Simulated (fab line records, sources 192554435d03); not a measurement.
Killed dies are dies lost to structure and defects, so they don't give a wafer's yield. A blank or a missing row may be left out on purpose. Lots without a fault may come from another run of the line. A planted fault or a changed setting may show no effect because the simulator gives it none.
Split-lot experiment | flow n5_finfet | 7 lots, 39 wafers read, on a route of 1938 steps

THE SPLIT
At N5_SD_EPI_N_EPI_21 (deposits Si:P, time 690 s), the setting time_s was moved away from the recipe's 690 s on 12 of the 39 wafers read, by -59.5% to +59.9%. The other wafers ran this setting at the recipe's value.

FROM THE SPLIT TO THE READING: what the file shows between them, 4 steps
- N5_SD_EPI_N_EPI_MEAS_23
- N5_SD_EPI_N_PRECLEAN_24: cleans in O3/DIW, time 60 s
- N5_SD_EPI_N_SRD_25: time 30 s
- N5_SD_EPI_P_EPI_21: deposits SiGe:B, time 355 s

THE READING
Si-P_of_SD_EPI_N_EPI_21.thk_nm (the simulator's own value, which no gauge read), in nm, at N5_SD_EPI_P_HM_STRIP_48 (strips SiNx in H3PO4, material SiNx, target depth 3 nm). The file gives no usual value for it. The 27 wafers here that ran the recipe average 58.5 nm, standard deviation 0.86 nm.

wafer  | tool, chamber at the split | time_s as run, s | against the recipe | Si-P_of_SD_EPI_N_EPI_21.thk_nm, nm | against lot-mates on the recipe
L081.1 | epi_rpcvd-02, 0            | 690              | recipe             | 59.8                               | -
L081.2 | epi_rpcvd-02, 0            | 690              | recipe             | 58.8                               | -
L081.3 | epi_rpcvd-02, 0            | 690              | recipe             | 59.2                               | -
L081.4 | epi_rpcvd-02, 0            | 690              | recipe             | 59                                 | -
L081.5 | epi_rpcvd-02, 0            | 690              | recipe             | 59.6                               | -
L081.6 | epi_rpcvd-02, 0            | 690              | recipe             | 58.6                               | -
L086.1 | epi_rpcvd-03, 0            | 690              | recipe             | 57                                 | -
L086.2 | epi_rpcvd-03, 0            | 302.6            | -56.1%             | 26.6                               | -30.1
L086.3 | epi_rpcvd-03, 0            | 302.6            | -56.1%             | 26.8                               | -29.9
L086.4 | epi_rpcvd-03, 0            | 302.6            | -56.1%             | 26.8                               | -29.9
L086.5 | epi_rpcvd-03, 0            | 690              | recipe             | 56.8                               | -
L086.6 | epi_rpcvd-03, 0            | 690              | recipe             | 56.4                               | -
L089.1 | epi_rpcvd-02, 0            | 690              | recipe             | 58.8                               | -
L089.3 | epi_rpcvd-02, 0            | 690              | recipe             | 59                                 | -
L089.4 | epi_rpcvd-02, 0            | 690              | recipe             | 59                                 | -
L090.1 | epi_rpcvd-02, 0            | 690              | recipe             | 57.6                               | -
L090.2 | epi_rpcvd-02, 0            | 690              | recipe             | 58.2                               | -
L090.5 | epi_rpcvd-02, 0            | 690              | recipe             | 58.2                               | -
L090.6 | epi_rpcvd-02, 0            | 690              | recipe             | 58.2                               | -
L090.3 | epi_rpcvd-02, 0            | 690              | recipe             | 58.4                               | -
L090.4 | epi_rpcvd-02, 0            | 690              | recipe             | 58                                 | -
L094.1 | epi_rpcvd-02, 0            | 690              | recipe             | 59                                 | -
L094.2 | epi_rpcvd-02, 0            | 279.6            | -59.5%             | 26                                 | -33.3
L094.6 | epi_rpcvd-02, 0            | 279.6            | -59.5%             | 26                                 | -33.3
L094.3 | epi_rpcvd-02, 0            | 690              | recipe             | 59.4                               | -
L094.5 | epi_rpcvd-02, 0            | 690              | recipe             | 59.4                               | -
L094.4 | epi_rpcvd-02, 0            | 279.6            | -59.5%             | 26.2                               | -33.1
L095.1 | epi_rpcvd-02, 0            | 690              | recipe             | 59                                 | -
L095.2 | epi_rpcvd-02, 0            | 282.5            | -59.1%             | 25.6                               | -32.6
L095.3 | epi_rpcvd-02, 0            | 282.5            | -59.1%             | 25.6                               | -32.6
L095.4 | epi_rpcvd-02, 0            | 690              | recipe             | 58.2                               | -
L095.5 | epi_rpcvd-02, 0            | 690              | recipe             | 57.4                               | -
L095.6 | epi_rpcvd-02, 0            | 282.5            | -59.1%             | 26                                 | -32.2
L097.1 | epi_rpcvd-02, 0            | 690              | recipe             | 59.4                               | -
L097.2 | epi_rpcvd-02, 0            | 690              | recipe             | 59.2                               | -
L097.3 | epi_rpcvd-02, 0            | 1103             | +59.9%             | 82.6                               | +23.4
L097.4 | epi_rpcvd-02, 0            | 1103             | +59.9%             | 81.8                               | +22.6
L097.5 | epi_rpcvd-02, 0            | 1103             | +59.9%             | 81                                 | +21.8
L097.6 | epi_rpcvd-02, 0            | 690              | recipe             | 59                                 | -

THE FIT
A straight line over all 39 wafers: Si-P_of_SD_EPI_N_EPI_21.thk_nm changes by +0.502 nm for each +1% of time_s; r = +0.99; the points scatter about the line by 2.3 nm.
The same after taking each lot's own level away (the mean of its wafers on the recipe; 39 wafers): +0.493 nm for each +1%; r = +0.99; scatter 2.2 nm.
On that fit, the largest move of time_s shifts the reading by 30 nm.
The lots' own levels span 56.73 to 59.27 nm, that is 2.9 times the standard deviation above.
So the lot-to-lot level changes the slope little: the two slopes agree.
Check: with one of the wafers moved furthest among these (+59.9%) left out of the fit, the line predicts +29.1 nm for it against its lot-mates. It came out at +23.4 nm against them.

OTHER SPLITS ON THESE WAFERS
These wafers also went through other splits before the reading. Each is held against what the fit with the lots' levels taken away leaves over:
other split on the same wafers          | wafers away from the commonest value | r with Si-P_of_SD_EPI_N_EPI_21.thk_nm (lot level and that fit taken away)
N5_ZERO_LAYER_DEVELOP_10 develop_time_s | 15                                   | -0.12

THE WHOLE CHAIN: every reading that the file lists as answering this split, in the file's order
step                    | what it does                                           | reading                                                                         | change (the file's fit)               | r (the file's)
N5_SD_EPI_N_EPI_21      | deposits Si:P, time 690 s                              | Si-P_of_SD_EPI_N_EPI_21.thk_nm (the simulator's own value, which no gauge read) | +0.51 nm for each +1% of the setting  | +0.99
N5_SD_EPI_N_EPI_MEAS_23 |                                                        | thk_nm                                                                          | withheld for each +1% of the setting  | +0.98
N5_SD_EPI_P_HM_STRIP_48 | strips SiNx in H3PO4, material SiNx, target depth 3 nm | Si-P_of_SD_EPI_N_EPI_21.thk_nm (the simulator's own value, which no gauge read) | +0.504 nm for each +1% of the setting | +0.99

THE FILE'S OWN FIT
Si-P_of_SD_EPI_N_EPI_21.thk_nm changes by +0.504 nm for each +1% of time_s, r = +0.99.
